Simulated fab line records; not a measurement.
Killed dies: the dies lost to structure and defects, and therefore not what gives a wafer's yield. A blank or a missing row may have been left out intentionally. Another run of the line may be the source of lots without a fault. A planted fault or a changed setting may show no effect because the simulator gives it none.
fab line records	flow n5_finfet
record lots=4	wafers=12	last_day=17
route steps=1938 shown BEOL_M4@1099 BEOL_M5@1112 BEOL_M10@1527 PASSIVATION@1936
lots with no fault: from the same line, run without faults
start_h: hours from the record's opening day to when the first of the lot's shown wafers began	wait_h: hours elapsed since this lot's preceding step	" repeats the value in the row above	L1.1+2: one row covering several wafers at once	- no value, or no start was given	* or withheld: withheld	< > ~ a bound
route shown NAME@n: a module of which the file shows steps, and the number in the route of the first	usual: average and standard deviation across the fault-free wafers	same: alike in all rows	chamber/n: place in a boat	sites: per-site readings	_std_site: how widely they spread, as a standard deviation	_edge_site: inner sites' mean taken away from outer sites' mean	radius_mm: for every site, how far away it sits from the centre of the wafer	mask NAME#n: copy n	behind: the last tool/chamber to shape the wafer	hold: what put the lot on hold/how long, in hours/how the hold closed	device: whichever transistor did not switch (one of n, p or np)	end of line: at the end of the route, the tests of the same wafers	a step given without rows: its recipe and nothing more	killed: at the first sort, the dies lost to defects and structure; wafer yield is something else	map: a wafer's dies, marking killed ones x, the rest . and places with no die _
set.NAME: the setting the step ran with; set.NAME@STEP: the setting that earlier step ran with	model.NAME: the simulator's own value behind a step, which no gauge read
lots at some steps of the route; a table a step, a row a wafer
services: from which hour (start_h, from the record's first day; less than 0 if before it) a tool's chamber was out of use, for how many hours, and why
## steps
# step N5_BEOL_M4_ANNEAL_95
# recipe temp_c=400	time_s=240	ambient=vacuum
# step N5_BEOL_M4_SPUTTER_96
# recipe material=Cu	target_thk_a=45	temp_c=-20	chamber_pressure_pa=0.07	power_w=withheld	time_s=8.29
# step N5_BEOL_M4_ECD_50
# recipe material=Cu	target_thk_a=3000
# step N5_BEOL_M4_ANNEAL_51
# recipe temp_c=225	time_s=90	ambient=N2
# step N5_BEOL_M4_CMP_52
# recipe stop_on=SiOC	t_overpolish_s=6.8	down_force_psi=1	platen_rpm=50	clearing_platen_down_force_psi=1.5	clearing_platen_rpm=50	post_cmp_clean=cu_alkaline	target_thk_nm=40	clearing_platen_pad_velocity_m_s=0.99484	pad_velocity_m_s=0.99484
# step N5_BEOL_M4_PRE_CLEAN_60
# recipe gas=NH3/H2	time_s=15	temp_c=*	rf_power_w=300
# step N5_BEOL_M4_CO_CAP_55
# recipe material=Co	target_thk_a=20	temp_c=200	precursor=CCTBA/H2	pressure_torr=30	time_s=102.1
# step N5_BEOL_M4_PRE_CLEAN_56
# recipe gas=NH3	time_s=15	temp_c=withheld	rf_power_w=300
# step N5_BEOL_M4_DEP_57
# recipe material=SiCN	target_thk_a=80	temp_c=withheld	precursor=3MS/NH3	pressure_torr=3	rf_w=202	time_s=14
# step N5_BEOL_M4_RC_MEAS_101
# usual DIBL_N=35.9/1.4	DIBL_P=35.9/1.7	IOFF_N=0.155/0.023	IOFF_P=0.201/0.029	ION_N=672/8.8	ION_P=460/7	SS_N=71.6/0.48	SS_P=73.1/0.64	VT_N=250.0/3	VT_P=-251.6/3
lot.wafer	tool	chamber	start_h	wait_h	DIBL_N[mV/V]	DIBL_P[mV/V]	IOFF_N[nA/um]	IOFF_P[nA/um]	ION_N[uA/um]	ION_P[uA/um]	SS_N[mV/dec]	SS_P[mV/dec]	VT_N[mV]	VT_P[mV]
L262.2	prober-01	0	224.34	0.2	36.5	36.7	0.164	0.180	666	454	70.9	73.1	248.0	-254.2
L262.3	"	0	"	"	39.5	40.3	0.239	0.238	688	459	72.3	74.1	241.2	-250.3
L262.4	"	0	"	"	36.0	35.5	0.149	0.167	663	444	71.4	72.6	247.5	-255.5
L271.1	prober-02	0	275.34	0.0	37.0	37.2	0.169	0.215	691	466	71.7	73.4	248.9	-250.8
L271.3	"	0	"	"	36.5	36.3	0.147	0.201	675	464	71.2	73.2	250.6	-250.9
L271.5	"	0	"	"	35.7	34.7	0.131	0.173	669	459	71.8	72.3	254.2	-253.4
L272.1	prober-02	0	279.19	0.0	35.4	36.6	0.148	0.165	675	452	71.8	73.7	249.8	-256.4
L272.4	"	0	"	"	36.1	37.0	0.154	0.164	658	448	71.5	73.5	250.7	-257.2
L272.6	"	0	"	"	36.8	38.1	0.162	0.180	674	457	72.1	73.0	249.6	-258.8
L276.1	prober-01	0	305.76	0.2	36.1	34.9	0.146	0.175	668	452	71.7	73.5	250.2	-255.3
L276.2	"	0	"	"	34.4	33.7	0.118	0.161	665	456	71.0	73.4	254.4	-255.5
L276.6	"	0	"	"	35.7	35.3	0.139	0.182	662	452	71.7	73.2	252.2	-253.5
# step N5_BEOL_M5_ILD_DEP_00
# recipe material=SiCOH_lowk	target_thk_a=1406.4	temp_c=300	precursor=DEMS/porogen	pressure_torr=5	rf_w=500	time_s=25.9
# step N5_BEOL_M5_CURE_79
# recipe temp_c=385	time_s=240	ambient=He/Ar	material=SiCOH_lowk
# step N5_BEOL_M5_PECVD_70
# recipe material=SiO2	target_thk_a=160	temp_c=400	precursor=TEOS/O2	pressure_torr=5.5	rf_w=450	teos_flow_sccm=53.8	gas=O2	flow_sccm=3000	time_s=18
# step N5_BEOL_M5_HM_DEP_02
# recipe material=TiN	target_thk_a=200	temp_c=25	chamber_pressure_pa=0.49996
# step N5_BEOL_M5_COAT_59
# recipe resist=SOC	temp_c=250	time_s=60	spin_rpm=1500	resist_thk_nm=60
# step N5_BEOL_M5_COAT_60
# recipe resist=SiARC	temp_c=220	time_s=60	spin_rpm=1500	resist_thk_nm=12
# step N5_BEOL_M5_COAT_71
# recipe resist=underlayer	temp_c=205	time_s=60	spin_rpm=1500	resist_thk_nm=5
# step N5_BEOL_M5_COAT_05
# recipe resist=CAR-EUV	spin_rpm=1500	resist_thk_nm=30
# step N5_BEOL_M5_EBR_07
# recipe solvent=PGMEA	ebr_width_mm=1.5
# step N5_BEOL_M5_SOFTBAKE_06
# recipe temp_c=110	time_s=60	resist=CAR-EUV
# step N5_BEOL_M5_EXPOSE_08
# recipe mask_id=M5	na=0.33	source_shape=annular	sigma_inner=0.4	sigma_outer=0.8	polarization=unpolarized	target_cd_nm=28	dose_mj=35.75
# step N5_BEOL_M5_PEB_09
# recipe peb_temp_c=100	peb_time_s=60	resist=CAR-EUV
# step N5_BEOL_M5_DEVELOP_10
# recipe develop_time_s=30	developer=TMAH	resist=CAR-EUV	rinse_liquid=surfactant_rinse	dry=air_spin	dev_temp_c=23
# step N5_BEOL_M5_DESCUM_16
# recipe chemistry=O2	time_s=7	source_power_w=50	bias_power_w=20	pressure_mtorr=20	rf_frequency_hz=2.712e+07	temp_c=40	resist=CAR-EUV	o2_flow_sccm=225
# step N5_BEOL_M5_ETCH_72
# recipe chemistry=N2/H2	target=underlayer	target_depth_a=65	mask_material=CAR-EUV	time_s=5.2	ion_energy_ev=200	pressure_mtorr=30	source_w=840	bias_w=150	n2_flow_sccm=200	h2_flow_sccm=200	ends=cleared
# step N5_BEOL_M5_ETCH_61
# recipe chemistry=CF4	target=SiARC	target_depth_a=156	mask_material=CAR-EUV	time_s=26	ion_energy_ev=80	pressure_mtorr=40	source_w=545	bias_w=36	Ar_flow_sccm=100	cf4_flow_sccm=100	ends=cleared
# step N5_BEOL_M5_ETCH_62
# recipe chemistry=N2/H2	target=SOC	target_depth_a=750	overetch_a=150	mask_material=SiARC	temp_c=40	time_s=112.5	ion_energy_ev=200	pressure_mtorr=30	source_w=840	bias_w=150	n2_flow_sccm=200	h2_flow_sccm=200
# step N5_BEOL_M5_STRIP_63
# recipe chemistry=N2/H2	temp_c=40	n2_flow_sccm=200	h2_flow_sccm=200	rf_frequency_hz=6e+07
# step N5_BEOL_M5_STRIP_73
# recipe chemistry=N2/H2	temp_c=40	n2_flow_sccm=200	h2_flow_sccm=200	rf_frequency_hz=6e+07
# step N5_BEOL_M5_STRIP_64
# recipe chemistry=CF4	resist=SiARC	power_w=300	bias_power_w=75	pressure_mtorr=50	cf4_flow_sccm=150	rf_frequency_hz=6e+07
# step N5_BEOL_M5_HM_OPEN_17
# recipe chemistry=Cl2/BCl3	target_depth_a=200	overetch_a=60	target=TiN	mask_material=SOC	ion_energy_ev=150	pressure_mtorr=10	icp_w=1000	bias_w=126	Cl2_flow_sccm=53.25	bcl3_flow_sccm=21.75	Ar_flow_sccm=25
# step N5_BEOL_M5_STRIP_19
# recipe chemistry=O2	power_w=400	temp_c=40	pressure_mtorr=30	rf_frequency_hz=6e+07	bias_power_w=0	overash_fraction=0.2	o2_flow_sccm=225
# step N5_BEOL_M5_COAT_65
# recipe resist=SOC	temp_c=250	time_s=60	spin_rpm=1500	resist_thk_nm=60
# step N5_BEOL_M5_COAT_66
# recipe resist=SiARC	temp_c=220	time_s=60	spin_rpm=1500	resist_thk_nm=12
# step N5_BEOL_M10_SPUTTER_48
# recipe material=Cu	target_thk_a=120	temp_c=-20	bias_v=60	power_w=26000	chamber_pressure_pa=0.13	time_s=2
# usual bias_v=60.0/0.58	cathode_dc_power_W=26000/4.7	throttle_valve_pct=30.0/0.83
lot.wafer	tool	chamber	start_h	wait_h	bias_v	cathode_dc_power_W	throttle_valve_pct
L262.2	pvd_sputter-02	-	279.83	0.1	60.4	26001	29.1
L262.3	"	-	"	"	59.7	26003	29.0
L262.4	"	-	"	"	60.4	26001	28.9
L271.1	pvd_sputter-01	-	332.58	0.1	-	-	-
L271.3	"	-	"	"	-	-	-
L271.5	"	-	"	"	-	-	-
L272.1	pvd_sputter-02	-	332.70	0.1	-	-	-
L272.4	"	-	"	"	-	-	-
L272.6	"	-	"	"	-	-	-
L276.1	pvd_sputter-03	-	358.44	0.1	60.0	26008	29.9
L276.2	"	-	"	"	59.8	26008	30.6
L276.6	"	-	"	"	60.3	26002	29.9
# step N5_BEOL_M10_CMP_52
# recipe stop_on=SiCOH_lowk	t_overpolish_s=7	down_force_psi=1	platen_rpm=50	clearing_platen_down_force_psi=1.5	clearing_platen_rpm=50	post_cmp_clean=cu_alkaline	target_thk_nm=140	clearing_platen_pad_velocity_m_s=0.99484	pad_velocity_m_s=0.99484
# usual motor_current_A=6.1/0.78	slurry_flow_ml_min=150.0/0.43	time_to_endpoint_s=67/3.7
lot.wafer	tool	chamber	start_h	wait_h	motor_current_A	slurry_flow_ml_min	time_to_endpoint_s
L262.3	cmp-03	1	280.79	0.2	6.2	150.0	70
L262.4	"	2	"	"	5.9	150.0	69
L262.2	"	0	"	"	6.1	149.8	69
L271.3	cmp-01	0	333.49	0.2	6.3	149.9	0
L271.1	"	1	"	"	5.1	150.5	0
L271.5	"	3	"	"	5.9	149.8	0
L272.1	cmp-01	1	333.93	0.3	5.0	150.1	4
L272.4	"	0	"	"	6.3	150.4	0
L272.6	"	1	"	"	5.2	150.9	3
L276.1	cmp-03	2	360.26	0.3	5.8	150.0	67
L276.2	"	0	"	"	6.2	150.6	71
L276.6	"	2	"	"	6.1	149.7	68
# step N5_PASSIVATION_PROBE_49
# usual defect_limited_yield=91.7/1.5	killed_at_M0_to_M3=30/8.6	killed_at_M4_up=12/4.5	killed_at_contacts=13/5.8	killed_at_front_end=38/11	killed_at_other=4/3	killed_dies=97/17	killed_on_rim=13/3.6	killed_open=63/12	killed_short=32/8.8	sort_bin_5_function=4.8/0.91	sort_bin_6_memory=3.1/0.68	sort_n_pass=1083/17	sort_yield_pct=91.7/1.5
# same gross_dies=1180	killed_at_back_side=0	sort_bin_4_leakage[%]=0	sort_bin_8_speed[%]=0
lot.wafer	tool	chamber	start_h	wait_h	defect_limited_yield[%]	killed_at_M0_to_M3	killed_at_M4_up	killed_at_contacts	killed_at_front_end	killed_at_other	killed_dies	killed_on_rim	killed_open	killed_short	sort_bin_5_function[%]	sort_bin_6_memory[%]	sort_n_pass	sort_yield_pct[%]
L271.1	prober-02	-	385.12	0.0	0	18	1100	7	52	3	1180	152	55	34	96.9	2.7	0	0
L271.3	prober-02	-	385.22	0.1	0	25	1077	9	59	10	1180	152	79	35	95.4	4.3	0	0
L271.5	prober-02	-	385.32	0.2	0	43	1083	4	44	6	1180	152	77	34	96.4	3.2	0	0
L272.1	prober-01	-	385.34	0.0	0	52	1070	18	37	3	1180	152	73	52	96.3	3.0	0	0
L272.4	prober-01	-	385.49	0.2	0	37	1073	16	41	13	1180	152	89	32	96.4	3.5	0	0
L272.6	prober-01	-	385.59	0.3	0	36	1064	19	56	5	1180	152	98	35	94.7	5.1	0	0
# killed by level:class
L271.1 BEOL_M10:area_sputter=552 BEOL_M10:area_ecd=539 FIN_SAQP:geometric_particle:open=12 STI_FIN_REVEAL:geometric_particle:open=7 GATE_CUT:geometric_particle:open=7 STARTING-WAFER:geometric_particle:short=6 GATE_CUT:geometric_particle:short=5 MOL_CONTACT_COAG:geometric_particle:open=5
L271.3 BEOL_M10:area_sputter=552 BEOL_M10:area_ecd=513 FIN_SAQP:geometric_particle:open=16 STI_FIN_REVEAL:geometric_particle:open=11 BEOL_M0_SAQP:geometric_particle:short=8 DUMMY_GATE:geometric_particle:open=7 GATE_CUT:geometric_particle:open=6 MOL_CONTACT_COAG:geometric_particle:open=6
L271.5 BEOL_M10:area_ecd=537 BEOL_M10:area_sputter=531 BEOL_M0_SAQP:geometric_particle:short=15 BEOL_M0_SAQP:geometric_particle:open=10 FIN_SAQP:geometric_particle:short=8 BEOL_M4:geometric_particle:open=8 STI_FIN_REVEAL:geometric_particle:open=8 BEOL_M2:geometric_particle:open=8
L272.1 BEOL_M10:area_ecd=545 BEOL_M10:area_sputter=510 MOL_CONTACT_COAG:geometric_particle:open=14 BEOL_M0_SAQP:geometric_particle:open=11 GATE_CUT:geometric_particle:short=9 BEOL_M3:geometric_particle:short=9 STI_FIN_REVEAL:geometric_particle:open=7 DUMMY_GATE:geometric_particle:open=7
L272.4 BEOL_M10:area_ecd=534 BEOL_M10:area_sputter=523 FIN_SAQP:geometric_particle:open=13 MOL_CONTACT_COAG:geometric_particle:open=12 STI_FIN_REVEAL:geometric_particle:open=9 BEOL_M1:geometric_particle:open=7 BEOL_M4:geometric_particle:open=7 DUMMY_GATE:geometric_particle:open=6
L272.6 BEOL_M10:area_sputter=533 BEOL_M10:area_ecd=514 FIN_SAQP:geometric_particle:open=15 MOL_CONTACT_COAG:geometric_particle:open=14 BEOL_M2:geometric_particle:open=13 BEOL_M4:geometric_particle:open=12 STI_FIN_REVEAL:geometric_particle:open=11 DUMMY_GATE:geometric_particle:open=8
# map L271.1 (x killed, . not)
_________________xxxxxxxxxxxx________________
______________xxxxxxxxxxxxxxxxxx_____________
___________xxxxxxxxxxxxxxxxxxxxxxxx__________
__________xxxxxxxxxxxxxxxxxxxxxxxxxx_________
________xxxxxxxxxxxxxxxxxxxxxxxxxxxxxx_______
_______xxxxxxxxxxxxxxxxxxxxxxxxxxxxxxxx______
______xxxxxxxxxxxxxxxxxxxxxxxxxxxxxxxxxx_____
_____xxxxxxxxxxxxxxxxxxxxxxxxxxxxxxxxxxxx____
____xxxxxxxxxxxxxxxxxxxxxxxxxxxxxxxxxxxxxx___
___xxxxxxxxxxxxxxxxxxxxxxxxxxxxxxxxxxxxxxxx__
___xxxxxxxxxxxxxxxxxxxxxxxxxxxxxxxxxxxxxxxx__
__xxxxxxxxxxxxxxxxxxxxxxxxxxxxxxxxxxxxxxxxxx_
__xxxxxxxxxxxxxxxxxxxxxxxxxxxxxxxxxxxxxxxxxx_
_xxxxxxxxxxxxxxxxxxxxxxxxxxxxxxxxxxxxxxxxxxxx
_xxxxxxxxxxxxxxxxxxxxxxxxxxxxxxxxxxxxxxxxxxxx
_xxxxxxxxxxxxxxxxxxxxxxxxxxxxxxxxxxxxxxxxxxxx
_xxxxxxxxxxxxxxxxxxxxxxxxxxxxxxxxxxxxxxxxxxxx
_xxxxxxxxxxxxxxxxxxxxxxxxxxxxxxxxxxxxxxxxxxxx
_xxxxxxxxxxxxxxxxxxxxxxxxxxxxxxxxxxxxxxxxxxxx
_xxxxxxxxxxxxxxxxxxxxxxxxxxxxxxxxxxxxxxxxxxxx
_xxxxxxxxxxxxxxxxxxxxxxxxxxxxxxxxxxxxxxxxxxxx
__xxxxxxxxxxxxxxxxxxxxxxxxxxxxxxxxxxxxxxxxxx_
__xxxxxxxxxxxxxxxxxxxxxxxxxxxxxxxxxxxxxxxxxx_
___xxxxxxxxxxxxxxxxxxxxxxxxxxxxxxxxxxxxxxxx__
___xxxxxxxxxxxxxxxxxxxxxxxxxxxxxxxxxxxxxxxx__
____xxxxxxxxxxxxxxxxxxxxxxxxxxxxxxxxxxxxxx___
_____xxxxxxxxxxxxxxxxxxxxxxxxxxxxxxxxxxxx____
______xxxxxxxxxxxxxxxxxxxxxxxxxxxxxxxxxx_____
_______xxxxxxxxxxxxxxxxxxxxxxxxxxxxxxxx______
________xxxxxxxxxxxxxxxxxxxxxxxxxxxxxx_______
__________xxxxxxxxxxxxxxxxxxxxxxxxxx_________
___________xxxxxxxxxxxxxxxxxxxxxxxx__________
______________xxxxxxxxxxxxxxxxxx_____________
_________________xxxxxxxxxxxx________________
# map L272.1 (x killed, . not)
_________________xxxxxxxxxxxx________________
______________xxxxxxxxxxxxxxxxxx_____________
___________xxxxxxxxxxxxxxxxxxxxxxxx__________
__________xxxxxxxxxxxxxxxxxxxxxxxxxx_________
________xxxxxxxxxxxxxxxxxxxxxxxxxxxxxx_______
_______xxxxxxxxxxxxxxxxxxxxxxxxxxxxxxxx______
______xxxxxxxxxxxxxxxxxxxxxxxxxxxxxxxxxx_____
_____xxxxxxxxxxxxxxxxxxxxxxxxxxxxxxxxxxxx____
____xxxxxxxxxxxxxxxxxxxxxxxxxxxxxxxxxxxxxx___
___xxxxxxxxxxxxxxxxxxxxxxxxxxxxxxxxxxxxxxxx__
___xxxxxxxxxxxxxxxxxxxxxxxxxxxxxxxxxxxxxxxx__
__xxxxxxxxxxxxxxxxxxxxxxxxxxxxxxxxxxxxxxxxxx_
__xxxxxxxxxxxxxxxxxxxxxxxxxxxxxxxxxxxxxxxxxx_
_xxxxxxxxxxxxxxxxxxxxxxxxxxxxxxxxxxxxxxxxxxxx
_xxxxxxxxxxxxxxxxxxxxxxxxxxxxxxxxxxxxxxxxxxxx
_xxxxxxxxxxxxxxxxxxxxxxxxxxxxxxxxxxxxxxxxxxxx
_xxxxxxxxxxxxxxxxxxxxxxxxxxxxxxxxxxxxxxxxxxxx
_xxxxxxxxxxxxxxxxxxxxxxxxxxxxxxxxxxxxxxxxxxxx
_xxxxxxxxxxxxxxxxxxxxxxxxxxxxxxxxxxxxxxxxxxxx
_xxxxxxxxxxxxxxxxxxxxxxxxxxxxxxxxxxxxxxxxxxxx
_xxxxxxxxxxxxxxxxxxxxxxxxxxxxxxxxxxxxxxxxxxxx
__xxxxxxxxxxxxxxxxxxxxxxxxxxxxxxxxxxxxxxxxxx_
__xxxxxxxxxxxxxxxxxxxxxxxxxxxxxxxxxxxxxxxxxx_
___xxxxxxxxxxxxxxxxxxxxxxxxxxxxxxxxxxxxxxxx__
___xxxxxxxxxxxxxxxxxxxxxxxxxxxxxxxxxxxxxxxx__
____xxxxxxxxxxxxxxxxxxxxxxxxxxxxxxxxxxxxxx___
_____xxxxxxxxxxxxxxxxxxxxxxxxxxxxxxxxxxxx____
______xxxxxxxxxxxxxxxxxxxxxxxxxxxxxxxxxx_____
_______xxxxxxxxxxxxxxxxxxxxxxxxxxxxxxxx______
________xxxxxxxxxxxxxxxxxxxxxxxxxxxxxx_______
__________xxxxxxxxxxxxxxxxxxxxxxxxxx_________
___________xxxxxxxxxxxxxxxxxxxxxxxx__________
______________xxxxxxxxxxxxxxxxxx_____________
_________________xxxxxxxxxxxx________________
## services
tool	chamber	start_h	hours	kind
cmp-01	-	303.96	3.1	repair
cmp-03	-	308.01	3.7	pm
cmp-03	-	314.98	1.8	repair
cmp-01	-	316.49	4.0	pm
cmp-01	-	320.49	-	consumable_replace:conditioner
cmp-01	-	320.49	-	consumable_replace:pad
cmp-01	-	325.97	1.0	repair
cmp-03	-	340.49	1.3	repair
pvd_sputter-01	-	352.67	1.6	repair
## key
first_sign step=N5_BEOL_M10_SPUTTER_48	reading=tool_record	direction=missing
effect step=N5_BEOL_M10_CMP_52	reading=time_to_endpoint_s	direction=down	sigmas=18	usual=*	struck=*
effect step=N5_PASSIVATION_PROBE_49	reading=killed_at_M4_up	direction=up	sigmas=99+	usual=12	struck=1078
more_kills_born_at N5_BEOL_M10_ECD_50@ecd_cu-01=3182	N5_BEOL_M10_SPUTTER_48@pvd_sputter-01=1635	N5_BEOL_M10_SPUTTER_48@pvd_sputter-02=1566
met_at N5_BEOL_M10_SPUTTER_48
struck_wafers L271.1,L271.3,L271.5,L272.1,L272.4,L272.6
later_rows_left_out L271.1,L271.3,L271.5,L272.1,L272.4,L272.6
onset_between 279.83 332.58
fault kind=skipped_step_whole	tool=pvd_sputter-01,pvd_sputter-02	chamber=-	onset_h=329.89	steps=N5_BEOL_M10_SPUTTER_48	scope=struck_lots_only
# later_rows_left_out: the simulator's readings of these wafers behind a module that went badly wrong aren't trusted and aren't shown, but for the sort
